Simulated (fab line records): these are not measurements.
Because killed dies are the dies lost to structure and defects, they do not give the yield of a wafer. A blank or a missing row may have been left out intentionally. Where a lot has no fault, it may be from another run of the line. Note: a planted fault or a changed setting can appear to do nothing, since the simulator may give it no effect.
fab line records    flow nand-harc
record: lots: 24  wafers: 72  last-day: 33
route steps=1302 shown P_GATE@174 P_CONTACT@217 P_M2@345
lots that met no fault: taken from a fault-free run of the same line
start-h: the number of hours between the record's first day and the start of the first shown wafer of the lot    wait-h: time in hours since the lot's previous step    " identical to the entry in the row above    L1.1+2: several wafers, shown together as one row    - value missing, or start not given    * or withheld: withheld    < > ~ a bound
route shown NAME@n: names a module that has steps shown in the file, with the first one's number in the route    usual: the fault-free wafers' mean and standard deviation    same: alike in all rows    chamber/n: place in a boat    sites: per-site readings    _std_site: the standard deviation of these    _edge_site: outer sites' mean less inner sites'    radius-mm: how far each site lies from the wafer's centre    mask NAME#n: copy n    behind: the tool/chamber that last shaped the wafer    hold: the reason the lot was held/the length of the hold in hours/how it ended    device: names the non-switching transistor (n, p or np)    end of line: the tests these same wafers got at the end of their route    a step with no rows: only its recipe    killed: dies that structure and defects cost at the first sort, which is not the same as the wafer's yield    map: shows each die of a wafer: x if killed, . if not, _ if none is there
set.NAME: setting as actually run; set.NAME@STEP: the setting as run at that earlier step    model.NAME: the simulator's own value behind a step, which no gauge read
route steps across a sampled set of lots; one table per step, one row per wafer
services: when a tool's chamber went out of use (start-h, in hours from the record's first day, below 0 if earlier), for how many hours, and the reason
== steps ==
step: NHARC_P_GATE_STRIP_111
recipe: power-w: 1500  temp-c: 110  time-s: 250  chemistry: N2/H2
usual: drypump-motor-current-A: 5.38/0.1  heater-power-w: 94/5.4  temp-c: 110.02/0.13
lot.wafer  tool             chamber  start-h  wait-h  drypump-motor-current-A  heater-power-w  rf-hours-counter-h  temp-c
L074.2     plasma-asher-01  0        110.28   0.4     5.34                     92              24                  109.90
L074.5     "                0        "        "       5.32                     94              -                   110.06
L074.6     "                1        "        "       5.19                     90              -                   110.37
L075.1     plasma-asher-01  0        120.54   0.2     5.34                     94              26                  109.96
L075.4     "                0        "        "       5.36                     96              -                   109.95
L075.5     "                1        "        "       5.22                     90              -                   110.04
L076.1     plasma-asher-02  0        134.58   0.2     5.39                     99              8                   110.04
L076.3     "                1        "        "       5.46                     93              -                   109.89
L076.5     "                0        "        "       5.42                     102             -                   109.98
L077.1     plasma-asher-02  1        136.88   0.2     5.49                     93              9                   109.97
L077.3     "                1        "        "       5.49                     94              -                   109.74
L077.6     "                1        "        "       5.49                     93              -                   109.76
L078.4     plasma-asher-02  0        145.10   0.3     5.42                     101             -                   110.13
L078.6     "                1        "        "       5.47                     97              -                   109.75
L078.5     "                0        "        "       5.38                     99              -                   110.29
L079.1     plasma-asher-01  1        161.76   0.2     5.20                     89              35                  109.79
L079.3     "                1        "        "       5.22                     89              -                   109.95
L079.5     "                1        "        "       5.21                     88              -                   109.67
L080.4     plasma-asher-02  0        162.53   0.2     5.43                     101             -                   110.09
L080.3     "                1        "        "       5.51                     97              -                   110.04
L080.5     "                0        "        "       5.43                     99              -                   110.01
L081.2     plasma-asher-02  1        177.29   0.2     5.45                     94              21                  110.04
L081.3     "                1        "        "       5.46                     92              -                   110.13
L081.5     "                1        "        "       5.48                     95              -                   110.03
L082.2     plasma-asher-02  0        190.58   0.2     5.44                     101             23                  109.99
L082.5     "                0        "        "       5.45                     101             -                   110.21
L082.6     "                1        "        "       5.50                     95              -                   110.14
L083.2     plasma-asher-02  0        196.52   0.2     5.43                     99              24                  110.07
L083.3     "                1        "        "       5.50                     92              -                   110.21
L083.5     "                0        "        "       5.38                     102             -                   110.09
L084.4     plasma-asher-01  0        217.34   0.2     5.34                     97              -                   109.95
L084.5     "                0        "        "       5.33                     95              -                   110.11
L084.6     "                1        "        "       5.19                     84              -                   109.95
L085.2     plasma-asher-02  1        223.38   0.2     5.49                     94              28                  110.14
L085.3     "                1        "        "       5.49                     93              -                   109.94
L085.5     "                1        "        "       5.52                     94              -                   109.95
L086.1     plasma-asher-02  1        232.59   0.2     5.47                     96              30                  110.04
L086.2     "                0        "        "       5.40                     101             30                  110.10
L086.6     "                1        "        "       5.50                     95              -                   110.13
L087.1     plasma-asher-02  0        240.21   0.2     5.44                     101             32                  110.09
L087.2     "                1        "        "       5.49                     95              32                  110.08
L087.3     "                1        "        "       5.50                     94              -                   110.12
L088.1     plasma-asher-01  0        261.58   0.2     5.37                     94              14                  110.03
L088.2     "                1        "        "       5.20                     84              14                  110.23
L088.3     "                0        "        "       5.36                     95              -                   109.88
L089.2     plasma-asher-02  0        261.95   0.5     5.43                     98              0                   110.10
L089.4     "                0        "        "       5.42                     96              -                   110.15
L089.5     "                0        "        "       5.42                     98              -                   110.23
L090.1     plasma-asher-01  1        274.11   0.2     5.19                     83              19                  109.98
L090.6     "                1        "        "       5.17                     83              -                   110.10
L090.5     "                0        "        "       5.33                     95              -                   110.12
L091.1     plasma-asher-02  0        276.33   0.2     5.44                     99              5                   109.78
L091.3     "                0        "        "       5.43                     97              -                   109.84
L091.5     "                0        "        "       5.43                     98              -                   110.00
L092.1     plasma-asher-01  1        290.91   0.2     5.20                     84              22                  110.14
L092.2     "                0        "        "       5.33                     93              22                  109.86
L092.5     "                0        "        "       5.35                     95              -                   109.83
L093.1     plasma-asher-02  1        299.22   0.2     5.47                     94              11                  109.99
L093.4     "                0        "        "       5.43                     97              -                   110.11
L093.3     "                1        "        "       5.47                     93              -                   110.08
L094.2     plasma-asher-01  0        313.54   0.2     5.35                     93              26                  110.05
L094.4     "                1        "        "       5.21                     83              -                   109.82
L094.6     "                1        "        "       5.18                     81              -                   110.01
L095.3     plasma-asher-01  1        314.40   0.2     5.20                     84              -                   109.96
L095.4     "                0        "        "       5.36                     95              -                   109.90
L095.5     "                0        "        "       5.36                     96              -                   110.07
L096.1     plasma-asher-01  0        325.12   0.2     5.34                     92              30                  110.09
L096.4     "                0        "        "       5.32                     95              -                   110.10
L096.5     "                1        "        "       5.24                     83              -                   109.96
L097.2     plasma-asher-02  1        337.03   0.2     5.48                     94              18                  110.04
L097.1     "                0        "        "       5.44                     99              18                  109.95
L097.3     "                1        "        "       5.48                     91              -                   109.86
step: NHARC_P_GATE_RTA_80
recipe: temp-c: 300  time-s: 30
usual: lamp-power-pct: 2.06/0.11  lamp_zone_7_pct: 2.16/0.11  wafer_temp_C_max: 301.1/0.32
lot.wafer  tool           chamber  start-h  wait-h  lamp-power-pct  lamp_zone_7_pct  wafer_temp_C_max
L074.2     rtp-anneal-01  0        115.56   -       1.95            2.04             300.9
L074.5     "              0        "        "       1.95            2.04             300.8
L074.6     "              0        "        "       1.95            2.04             300.8
L075.1     rtp-anneal-01  0        125.92   -       1.95            2.04             300.9
L075.4     "              0        "        "       1.95            2.05             301.3
L075.5     "              0        "        "       1.95            2.05             300.7
L076.1     rtp-anneal-01  0        139.92   -       1.95            2.04             301.1
L076.3     "              0        "        "       1.95            2.05             300.8
L076.5     "              0        "        "       1.95            2.05             300.8
L077.1     rtp-anneal-02  0        142.61   -       2.16            2.27             301.7
L077.3     "              0        "        "       2.16            2.27             301.5
L077.6     "              0        "        "       2.16            2.27             301.4
L078.4     rtp-anneal-01  0        150.42   -       1.95            2.04             301.0
L078.5     "              0        "        "       1.95            2.04             301.0
L078.6     "              0        "        "       1.95            2.04             300.7
L079.1     rtp-anneal-01  0        167.28   -       1.95            2.04             301.2
L079.3     "              0        "        "       1.95            2.04             301.4
L079.5     "              0        "        "       1.95            2.05             301.1
L080.3     rtp-anneal-02  0        168.14   -       2.17            2.27             301.1
L080.4     "              0        "        "       2.17            2.27             301.5
L080.5     "              0        "        "       2.16            2.27             301.0
L081.2     rtp-anneal-01  0        182.68   -       1.96            2.05             300.8
L081.3     "              0        "        "       1.95            2.05             301.4
L081.5     "              0        "        "       1.96            2.05             301.2
L082.2     rtp-anneal-02  0        195.96   -       2.16            2.27             301.6
L082.5     "              0        "        "       2.16            2.27             301.6
L082.6     "              0        "        "       2.17            2.27             301.3
L083.2     rtp-anneal-01  0        201.83   -       1.95            2.05             301.2
L083.3     "              0        "        "       1.95            2.05             301.0
L083.5     "              0        "        "       1.95            2.05             300.9
L084.4     rtp-anneal-02  0        222.69   -       2.16            2.27             301.6
L084.5     "              0        "        "       2.16            2.27             301.3
L084.6     "              0        "        "       2.16            2.27             301.3
L085.2     rtp-anneal-02  0        228.54   -       2.16            2.27             301.4
L085.3     "              0        "        "       2.16            2.27             300.8
L085.5     "              0        "        "       2.16            2.27             301.0
L086.1     rtp-anneal-01  0        237.94   -       1.95            2.05             301.2
L086.2     "              0        "        "       1.95            2.05             300.9
L086.6     "              0        "        "       1.95            2.05             301.1
L087.1     rtp-anneal-02  0        245.68   -       2.16            2.27             301.5
L087.2     "              0        "        "       2.16            2.27             301.0
L087.3     "              0        "        "       2.16            2.27             300.9
L088.1     rtp-anneal-01  0        266.83   -       1.95            2.05             301.0
L088.2     "              0        "        "       1.95            2.05             300.9
L088.3     "              0        "        "       1.95            2.05             300.8
L089.2     rtp-anneal-02  0        268.05   -       2.17            2.28             300.5
L089.4     "              0        "        "       2.17            2.28             300.6
L089.5     "              0        "        "       2.17            2.28             300.8
L090.1     rtp-anneal-02  0        279.60   -       2.16            2.27             301.7
L090.5     "              0        "        "       2.16            2.27             301.4
L090.6     "              0        "        "       2.16            2.27             301.4
L091.1     rtp-anneal-01  0        281.83   -       1.95            2.04             301.1
L091.3     "              0        "        "       1.95            2.04             301.2
L091.5     "              0        "        "       1.95            2.04             301.0
L092.1     rtp-anneal-01  0        296.02   -       1.95            2.05             301.3
L092.2     "              0        "        "       1.95            2.05             301.0
L092.5     "              0        "        "       1.95            2.04             300.8
L093.1     rtp-anneal-02  0        304.65   -       2.17            2.27             301.5
L093.3     "              0        "        "       2.16            2.27             301.8
L093.4     "              0        "        "       2.17            2.27             301.4
L094.2     rtp-anneal-01  0        318.83   -       1.95            2.04             300.8
L094.4     "              0        "        "       1.95            2.04             300.9
L094.6     "              0        "        "       1.95            2.04             300.4
L095.3     rtp-anneal-02  0        319.57   -       2.16            2.27             301.8
L095.4     "              0        "        "       2.16            2.27             301.0
L095.5     "              0        "        "       2.16            2.27             300.9
L096.1     rtp-anneal-02  0        330.32   -       2.16            2.27             301.3
L096.4     "              0        "        "       2.16            2.27             301.3
L096.5     "              0        "        "       2.16            2.27             300.7
L097.1     rtp-anneal-02  0        342.12   -       2.16            2.27             301.5
L097.2     "              0        "        "       2.16            2.27             301.5
L097.3     "              0        "        "       2.16            2.27             301.5
step: NHARC_P_CONTACT_DEP_30
recipe: target-thk-a: 300  temp-c: 400  target-thk-nm: 30  flow-sccm: 200  rf-w: 450  material: SiNx
usual: heater-power-w: 728/59  susceptor-temp-C: 400.02/0.24
lot.wafer  tool      chamber  start-h  wait-h  heater-power-w  susceptor-temp-C
L074.2     pecvd-04  0        116.26   0.1     796             399.92
L074.5     "         0        "        "       801             400.26
L074.6     "         1        "        "       754             399.89
L075.1     pecvd-01  1        126.72   0.1     656             400.12
L075.5     "         2        "        "       614             399.79
L075.4     "         0        "        "       695             400.16
L076.3     pecvd-04  2        140.68   0.1     792             400.28
L076.1     "         0        "        "       755             400.51
L076.5     "         2        "        "       801             399.95
L077.1     pecvd-04  2        143.33   0.1     773             399.99
L077.3     "         2        "        "       746             400.05
L077.6     "         2        "        "       801             400.24
L078.4     pecvd-01  0        151.17   0.2     619             400.20
L078.5     "         1        "        "       755             400.13
L078.6     "         2        "        "       738             400.03
L079.1     pecvd-03  2        168.05   0.1     768             399.78
L079.3     "         0        "        "       800             400.18
L079.5     "         1        "        "       862             400.45
L080.3     pecvd-01  1        168.85   0.1     732             400.03
L080.4     "         1        "        "       743             400.61
L080.5     "         2        "        "       691             400.42
L081.3     pecvd-04  2        183.37   0.1     714             400.01
L081.2     "         1        "        "       625             400.06
L081.5     "         2        "        "       711             400.16
L082.2     pecvd-04  1        196.69   0.1     685             399.86
L082.5     "         0        "        "       749             399.86
L082.6     "         2        "        "       779             399.97
L083.2     pecvd-01  0        202.53   0.1     756             399.89
L083.3     "         2        "        "       681             399.85
L083.5     "         0        "        "       744             399.81
L084.4     pecvd-01  2        223.47   0.2     668             399.76
L084.5     "         0        "        "       701             399.66
L084.6     "         1        "        "       714             400.04
L085.3     pecvd-04  1        229.23   0.1     668             400.24
L085.2     "         2        "        "       717             399.94
L085.5     "         1        "        "       677             400.01
L086.1     pecvd-03  1        238.70   0.1     782             399.66
L086.2     "         2        "        "       780             399.59
L086.6     "         1        "        "       785             400.01
L087.1     pecvd-03  0        246.40   0.1     785             400.07
L087.2     "         1        "        "       742             400.18
L087.3     "         2        "        "       756             400.21
L088.3     pecvd-01  1        267.55   0.1     727             400.09
L088.2     "         2        "        "       754             400.07
L088.1     "         0        "        "       634             400.32
L089.2     pecvd-03  0        268.82   0.1     696             399.78
L089.4     "         1        "        "       865             399.96
L089.5     "         2        "        "       750             400.34
L090.1     pecvd-03  0        280.62   0.4     793             399.67
L090.5     "         1        "        "       823             399.98
L090.6     "         2        "        "       815             400.01
L091.1     pecvd-04  2        282.59   0.1     681             400.19
L091.3     "         0        "        "       633             399.91
L091.5     "         1        "        "       646             399.86
L092.1     pecvd-01  2        296.74   0.1     756             399.98
L092.2     "         0        "        "       625             400.08
L092.5     "         2        "        "       751             399.62
L093.3     pecvd-03  2        305.38   0.1     738             399.93
L093.1     "         0        "        "       740             399.84
L093.4     "         0        "        "       745             399.86
L094.2     pecvd-03  1        319.60   0.1     766             399.48
L094.6     "         2        "        "       768             400.10
L094.4     "         1        "        "       762             399.78
L095.3     pecvd-03  1        320.24   0.1     700             399.99
L095.4     "         1        "        "       727             400.17
L095.5     "         0        "        "       735             399.81
L096.1     pecvd-04  1        331.04   0.1     691             400.48
L096.4     "         1        "        "       699             400.48
L096.5     "         0        "        "       663             399.75
L097.3     pecvd-01  0        342.85   0.1     728             400.13
L097.1     "         1        "        "       668             399.89
L097.2     "         2        "        "       701             399.97
step: NHARC_P_CONTACT_DEGAS_38
recipe: temp-c: 300  time-s: 60
usual: heater-power-w: 471/50  susceptor-temp-C: 300.00/0.21
lot.wafer  tool            chamber  start-h  wait-h  heater-power-w  susceptor-temp-C
L074.2     pvd-sputter-03  -        119.45   -       427             300.29
L074.5     "               -        "        "       541             299.81
L074.6     "               -        "        "       436             299.76
L075.1     pvd-sputter-01  -        129.97   -       418             300.01
L075.4     "               -        "        "       487             299.83
L075.5     "               -        "        "       415             300.13
L076.3     pvd-sputter-01  -        143.98   -       420             -
L076.1     "               -        "        "       487             -
L076.5     "               -        "        "       415             -
L077.3     pvd-sputter-01  -        146.85   -       480             299.98
L077.1     "               -        "        "       425             300.17
L077.6     "               -        "        "       513             300.18
L078.4     pvd-sputter-03  -        154.28   -       532             299.94
L078.5     "               -        "        "       429             299.95
L078.6     "               -        "        "       529             300.19
L079.3     pvd-sputter-02  -        171.19   -       360             -
L079.1     "               -        "        "       461             -
L079.5     "               -        "        "       448             -
L080.3     pvd-sputter-01  -        172.12   -       504             299.70
L080.4     "               -        "        "       418             300.04
L080.5     "               -        "        "       433             300.24
L081.2     pvd-sputter-01  -        186.81   -       477             300.19
L081.3     "               -        "        "       512             300.22
L081.5     "               -        "        "       514             299.73
L082.2     pvd-sputter-01  -        199.99   -       428             300.23
L082.6     "               -        "        "       404             299.99
L082.5     "               -        "        "       476             300.36
L083.2     pvd-sputter-02  -        205.72   -       439             299.91
L083.3     "               -        "        "       421             299.94
L083.5     "               -        "        "       447             300.19
L084.4     pvd-sputter-02  -        226.68   -       441             -
L084.6     "               -        "        "       440             -
L084.5     "               -        "        "       424             -
L085.2     pvd-sputter-03  -        232.43   -       543             299.93
L085.3     "               -        "        "       420             300.07
L085.5     "               -        "        "       542             299.87
L086.2     pvd-sputter-02  -        241.98   -       426             300.05
L086.1     "               -        "        "       375             299.98
L086.6     "               -        "        "       448             300.15
L087.2     pvd-sputter-03  -        249.85   -       526             300.06
L087.3     "               -        "        "       542             299.64
L087.1     "               -        "        "       426             300.31
L088.2     pvd-sputter-03  -        270.93   -       418             300.11
L088.1     "               -        "        "       513             300.41
L088.3     "               -        "        "       533             300.34
L089.4     pvd-sputter-03  -        272.27   -       520             299.81
L089.2     "               -        "        "       428             300.14
L089.5     "               -        "        "       497             300.43
L090.1     pvd-sputter-01  -        283.80   -       441             299.63
L090.5     "               -        "        "       440             299.66
L090.6     "               -        "        "       449             299.82
L091.1     pvd-sputter-01  -        285.86   -       430             300.12
L091.3     "               -        "        "       497             299.87
L091.5     "               -        "        "       430             300.38
L092.1     pvd-sputter-01  -        300.06   -       476             -
L092.2     "               -        "        "       495             -
L092.5     "               -        "        "       449             -
L093.4     pvd-sputter-02  -        308.56   -       425             -
L093.3     "               -        "        "       367             -
L093.1     "               -        "        "       444             -
L094.2     pvd-sputter-03  -        322.74   -       404             -
L094.4     "               -        "        "       512             -
L094.6     "               -        "        "       537             -
L095.4     pvd-sputter-01  -        323.56   -       444             -
L095.3     "               -        "        "       452             -
L095.5     "               -        "        "       431             -
L096.4     pvd-sputter-03  -        334.66   -       418             299.92
L096.1     "               -        "        "       513             300.21
L096.5     "               -        "        "       543             299.67
L097.3     pvd-sputter-03  -        346.34   -       540             299.93
L097.1     "               -        "        "       526             299.82
L097.2     "               -        "        "       417             299.92
step: NHARC_P_CONTACT_PVD_32
recipe: target-thk-a: 50  chamber-pressure-pa: 5  power-w: 5000  substrate-temp-c: 200  time-s: 17.7  material: Ti
usual: throttle-valve-pct: 30.1/1.3
lot.wafer  tool            chamber  start-h  wait-h  throttle-valve-pct
L074.2     pvd-sputter-03  -        -        -       31.1
L074.5     "               -        "        "       27.2
L074.6     "               -        "        "       31.0
L075.1     pvd-sputter-01  -        -        -       30.5
L075.4     "               -        "        "       30.8
L075.5     "               -        "        "       29.8
L076.1     pvd-sputter-01  -        -        -       29.8
L076.3     "               -        "        "       30.4
L076.5     "               -        "        "       29.7
L077.3     pvd-sputter-01  -        -        -       29.5
L077.1     "               -        "        "       30.8
L077.6     "               -        "        "       30.6
L078.4     pvd-sputter-03  -        -        -       30.7
L078.5     "               -        "        "       29.8
L078.6     "               -        "        "       30.6
L079.3     pvd-sputter-02  -        -        -       27.1
L079.1     "               -        "        "       29.7
L079.5     "               -        "        "       31.3
L080.4     pvd-sputter-01  -        -        -       29.7
L080.3     "               -        "        "       30.9
L080.5     "               -        "        "       30.4
L081.2     pvd-sputter-01  -        -        -       29.9
L081.3     "               -        "        "       30.6
L081.5     "               -        "        "       30.9
L082.2     pvd-sputter-01  -        -        -       30.0
L082.6     "               -        "        "       30.5
L082.5     "               -        "        "       30.1
L083.2     pvd-sputter-02  -        -        -       27.0
L083.3     "               -        "        "       31.2
L083.5     "               -        "        "       31.0
L084.4     pvd-sputter-02  -        -        -       26.7
L084.5     "               -        "        "       27.1
L084.6     "               -        "        "       31.0
L085.3     pvd-sputter-03  -        -        -       30.7
L085.2     "               -        "        "       27.4
L085.5     "               -        "        "       27.3
L086.2     pvd-sputter-02  -        -        -       30.9
L086.1     "               -        "        "       27.2
L086.6     "               -        "        "       31.3
L087.3     pvd-sputter-03  -        -        -       30.9
L087.2     "               -        "        "       27.4
L087.1     "               -        "        "       31.5
L088.2     pvd-sputter-03  -        -        -       30.5
L088.1     "               -        "        "       27.6
L088.3     "               -        "        "       31.2
L089.2     pvd-sputter-03  -        -        -       31.0
L089.4     "               -        "        "       30.6
L089.5     "               -        "        "       31.7
L090.1     pvd-sputter-01  -        -        -       30.7
L090.5     "               -        "        "       30.3
L090.6     "               -        "        "       31.4
L091.3     pvd-sputter-01  -        -        -       30.7
L091.1     "               -        "        "       30.1
L091.5     "               -        "        "       30.2
L092.1     pvd-sputter-01  -        -        -       30.6
L092.2     "               -        "        "       30.2
L092.5     "               -        "        "       31.2
L093.3     pvd-sputter-02  -        -        -       30.6
L093.1     "               -        "        "       27.7
L093.4     "               -        "        "       31.4
L094.2     pvd-sputter-03  -        -        -       27.3
L094.4     "               -        "        "       31.4
L094.6     "               -        "        "       27.4
L095.3     pvd-sputter-01  -        -        -       30.6
L095.4     "               -        "        "       31.2
L095.5     "               -        "        "       30.2
L096.1     pvd-sputter-03  -        -        -       31.1
L096.4     "               -        "        "       27.5
L096.5     "               -        "        "       30.6
L097.2     pvd-sputter-03  -        -        -       31.7
L097.3     "               -        "        "       31.0
L097.1     "               -        "        "       30.6
step: NHARC_P_M2_THK_MEAS_24
recipe: thk-meas-gauge: xrf
usual: thk-nm: 144.5/1.6
lot.wafer  tool           chamber  start-h  wait-h  thk-nm
L074.2     film-metro-02  -        133.27   -       146.9
L074.5     "              -        "        "       145.9
L074.6     "              -        "        "       146.2
L075.1     film-metro-02  -        142.96   -       141.9
L075.4     "              -        "        "       143.9
L075.5     "              -        "        "       145.0
L076.1     film-metro-01  -        157.24   -       143.5
L076.3     "              -        "        "       143.8
L076.5     "              -        "        "       144.6
L077.1     film-metro-02  -        160.48   -       145.9
L077.3     "              -        "        "       143.7
L077.6     "              -        "        "       144.9
L078.4     film-metro-01  -        167.63   -       144.4
L078.5     "              -        "        "       145.4
L078.6     "              -        "        "       142.9
L079.1     film-metro-02  -        184.32   -       143.2
L079.3     "              -        "        "       146.8
L079.5     "              -        "        "       146.0
L080.3     film-metro-01  -        185.50   -       141.6
L080.4     "              -        "        "       144.9
L080.5     "              -        "        "       143.8
L081.2     film-metro-01  -        200.10   -       143.9
L081.3     "              -        "        "       147.0
L081.5     "              -        "        "       145.8
L082.2     film-metro-02  -        213.05   -       145.3
L082.5     "              -        "        "       144.9
L082.6     "              -        "        "       143.4
L083.2     film-metro-01  -        218.74   -       146.4
L083.3     "              -        "        "       142.6
L083.5     "              -        "        "       145.4
L084.4     film-metro-01  -        239.67   -       143.7
L084.5     "              -        "        "       144.3
L084.6     "              -        "        "       143.8
L085.2     film-metro-01  -        245.48   -       143.9
L085.3     "              -        "        "       145.2
L085.5     "              -        "        "       144.1
L086.1     film-metro-01  -        254.96   -       142.5
L086.2     "              -        "        "       140.2
L086.6     "              -        "        "       144.2
L087.1     film-metro-02  -        264.34   -       146.8
L087.2     "              -        "        "       145.2
L087.3     "              -        "        "       145.5
L088.1     film-metro-01  -        284.13   -       145.5
L088.2     "              -        "        "       144.7
L088.3     "              -        "        "       144.5
L089.2     film-metro-01  -        285.44   -       141.9
L089.4     "              -        "        "       144.2
L089.5     "              -        "        "       143.0
L090.1     film-metro-01  -        297.16   -       146.4
L090.5     "              -        "        "       145.4
L090.6     "              -        "        "       143.5
L091.1     film-metro-02  -        298.94   -       144.3
L091.3     "              -        "        "       143.7
L091.5     "              -        "        "       144.9
L092.1     film-metro-01  -        313.83   -       141.7
L092.2     "              -        "        "       141.7
L092.5     "              -        "        "       141.4
L093.1     film-metro-02  -        323.45   -       143.8
L093.3     "              -        "        "       146.8
L093.4     "              -        "        "       147.9
L094.2     film-metro-02  -        336.16   -       143.2
L094.4     "              -        "        "       144.4
L094.6     "              -        "        "       144.1
L095.3     film-metro-02  -        336.96   -       144.1
L095.4     "              -        "        "       145.3
L095.5     "              -        "        "       146.9
L096.1     film-metro-01  -        348.12   -       141.9
L096.4     "              -        "        "       145.6
L096.5     "              -        "        "       143.5
L097.1     film-metro-02  -        359.63   -       147.1
L097.2     "              -        "        "       146.1
L097.3     "              -        "        "       145.8
== services ==
tool             chamber  start-h  hours  kind
pecvd-04         -        88.06    13.0   pm
pecvd-01         1        88.55    5.8    repair
pvd-sputter-02   -        104.00   10.0   pm
pecvd-03         -        123.52   0.5    repair
pecvd-01         -        130.00   13.0   pm
pvd-sputter-02   -        136.79   1.9    repair
pecvd-04         0        143.10   23.1   repair
pvd-sputter-01   -        147.95   8.1    repair
plasma-asher-02  -        152.78   0.7    repair
pvd-sputter-03   -        159.65   1.0    repair
pecvd-03         -        163.33   1.3    repair
plasma-asher-01  -        165.00   9.0    pm
pvd-sputter-03   -        170.00   10.0   pm
pecvd-03         -        185.08   13.0   pm
pvd-sputter-03   -        185.94   14.7   repair
pvd-sputter-02   -        199.90   0.6    repair
pecvd-03         -        215.17   0.6    repair
pvd-sputter-01   -        226.00   10.0   pm
pvd-sputter-01   -        242.89   1.2    repair
plasma-asher-02  -        249.61   9.0    pm
pvd-sputter-02   -        282.00   10.0   pm
plasma-asher-02  -        341.74   1.1    repair
plasma-asher-01  -        342.00   9.0    pm
pvd-sputter-01   -        345.25   0.8    repair
== key ==
fault none
